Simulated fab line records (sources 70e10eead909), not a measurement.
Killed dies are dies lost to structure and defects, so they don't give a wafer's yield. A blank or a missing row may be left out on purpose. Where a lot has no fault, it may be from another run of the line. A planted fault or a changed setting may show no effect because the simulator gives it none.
Matching of chambers || flow nand harc || rie diel-08 running NHARC_A_CHANNEL_HOLE_D1_ETCH_44: 4 sister chambers
The step etches the open film in CF4/O2, target depth 140 nm, overetch 14 nm, time 77 s. 15 wafers are shown with their chamber, then 7 later ones without.

## WAFERS PAIRED WITH THEIR CHAMBERS
{"wafer": "L123.2", "chamber": 3, "showerhead plenum p Torr (Torr)": 1.31, "drypump motor current A (A)": 5.5, "rf vpp V (V)": 196.6}
{"wafer": "L123.3", "chamber": 0, "showerhead plenum p Torr (Torr)": 1.42, "drypump motor current A (A)": 5.3, "rf vpp V (V)": 199.2}
{"wafer": "L123.5", "chamber": 1, "showerhead plenum p Torr (Torr)": 1.26, "drypump motor current A (A)": 5.9, "rf vpp V (V)": 195.6}
{"wafer": "L128.1", "chamber": 2, "showerhead plenum p Torr (Torr)": 1.29, "drypump motor current A (A)": 5.7, "rf vpp V (V)": 198.6}
{"wafer": "L128.3", "chamber": 3, "showerhead plenum p Torr (Torr)": 1.31, "drypump motor current A (A)": 5.5, "rf vpp V (V)": 198.7}
{"wafer": "L128.4", "chamber": 0, "showerhead plenum p Torr (Torr)": 1.41, "drypump motor current A (A)": 5.2, "rf vpp V (V)": 199.8}
{"wafer": "L131.1", "chamber": 3, "showerhead plenum p Torr (Torr)": 1.31, "drypump motor current A (A)": 5.5, "rf vpp V (V)": 196.2}
{"wafer": "L131.4", "chamber": 0, "showerhead plenum p Torr (Torr)": 1.41, "drypump motor current A (A)": 5.2, "rf vpp V (V)": 199.1}
{"wafer": "L131.5", "chamber": 1, "showerhead plenum p Torr (Torr)": 1.26, "drypump motor current A (A)": 5.9, "rf vpp V (V)": 196.5}
{"wafer": "L132.2", "chamber": 0, "showerhead plenum p Torr (Torr)": 1.41, "drypump motor current A (A)": 5.3, "rf vpp V (V)": 199.4}
{"wafer": "L137.1", "chamber": 0, "showerhead plenum p Torr (Torr)": 1.41, "drypump motor current A (A)": 5.2, "rf vpp V (V)": 200.4}
{"wafer": "L137.4", "chamber": 1, "showerhead plenum p Torr (Torr)": 1.26, "drypump motor current A (A)": 5.9, "rf vpp V (V)": 196.9}
{"wafer": "L137.5", "chamber": 2, "showerhead plenum p Torr (Torr)": 1.29, "drypump motor current A (A)": 5.7, "rf vpp V (V)": 196.9}
{"wafer": "L138.2", "chamber": 1, "showerhead plenum p Torr (Torr)": 1.26, "drypump motor current A (A)": 5.9, "rf vpp V (V)": 197.0}
{"wafer": "L138.4", "chamber": 2, "showerhead plenum p Torr (Torr)": 1.29, "drypump motor current A (A)": 5.7, "rf vpp V (V)": 197.0}

SIGNATURES (averages over the wafers above)
{"reading": "showerhead plenum p Torr", "chamber 0": 1.4120, "chamber 1": 1.2600, "chamber 2": 1.2900, "chamber 3": 1.3100, "scatter within a chamber": 0.0027}
{"reading": "drypump motor current A", "chamber 0": 5.240, "chamber 1": 5.900, "chamber 2": 5.700, "chamber 3": 5.500, "scatter within a chamber": 0.033}
{"reading": "rf vpp V", "chamber 0": 199.580, "chamber 1": 196.500, "chamber 2": 197.500, "chamber 3": 197.167, "scatter within a chamber": 0.841}
Rule: for a wafer and a chamber, the distance is found by dividing, reading by reading, the gap between the wafer's reading and the chamber's mean by the reading's scatter, squaring, summing and taking the root. If the next closest chamber is less than 2 further off than the closest, the wafer can't be placed; otherwise it belongs to the closest. The scatter is the square root of a quotient: the sum, over the shown wafers, of each reading's squared deviation from its chamber's mean, divided by wafers minus chambers.

## WAFERS WHOSE CHAMBER IS MISSING
{"wafer": "L138.5", "showerhead plenum p Torr (Torr)": 1.26, "drypump motor current A (A)": 5.9, "rf vpp V (V)": 195.3}
{"wafer": "L139.2", "showerhead plenum p Torr (Torr)": 1.29, "drypump motor current A (A)": 5.7, "rf vpp V (V)": 196.6}
{"wafer": "L139.4", "showerhead plenum p Torr (Torr)": 1.26, "drypump motor current A (A)": 5.9, "rf vpp V (V)": 195.1}
{"wafer": "L139.6", "showerhead plenum p Torr (Torr)": 1.26, "drypump motor current A (A)": 5.9, "rf vpp V (V)": 195.4}
{"wafer": "L140.2", "showerhead plenum p Torr (Torr)": 1.29, "drypump motor current A (A)": 5.7, "rf vpp V (V)": 197.8}
{"wafer": "L140.4", "showerhead plenum p Torr (Torr)": 1.31, "drypump motor current A (A)": 5.5, "rf vpp V (V)": 197.3}
{"wafer": "L140.6", "showerhead plenum p Torr (Torr)": 1.31, "drypump motor current A (A)": 5.5, "rf vpp V (V)": 197.3}

## WHICH CHAMBER EACH ONE RAN IN
{"wafer": "L138.5", "from the rows above": 1, "in truth": 1}
{"wafer": "L139.2", "from the rows above": 2, "in truth": 2}
{"wafer": "L139.4", "from the rows above": 1, "in truth": 1}
{"wafer": "L139.6", "from the rows above": 1, "in truth": 1}
{"wafer": "L140.2", "from the rows above": 2, "in truth": 2}
{"wafer": "L140.4", "from the rows above": 3, "in truth": 3}
{"wafer": "L140.6", "from the rows above": 3, "in truth": 3}
Placed correctly: 7 of 7. Can't be placed from these rows: 0. Placed wrongly: 0.
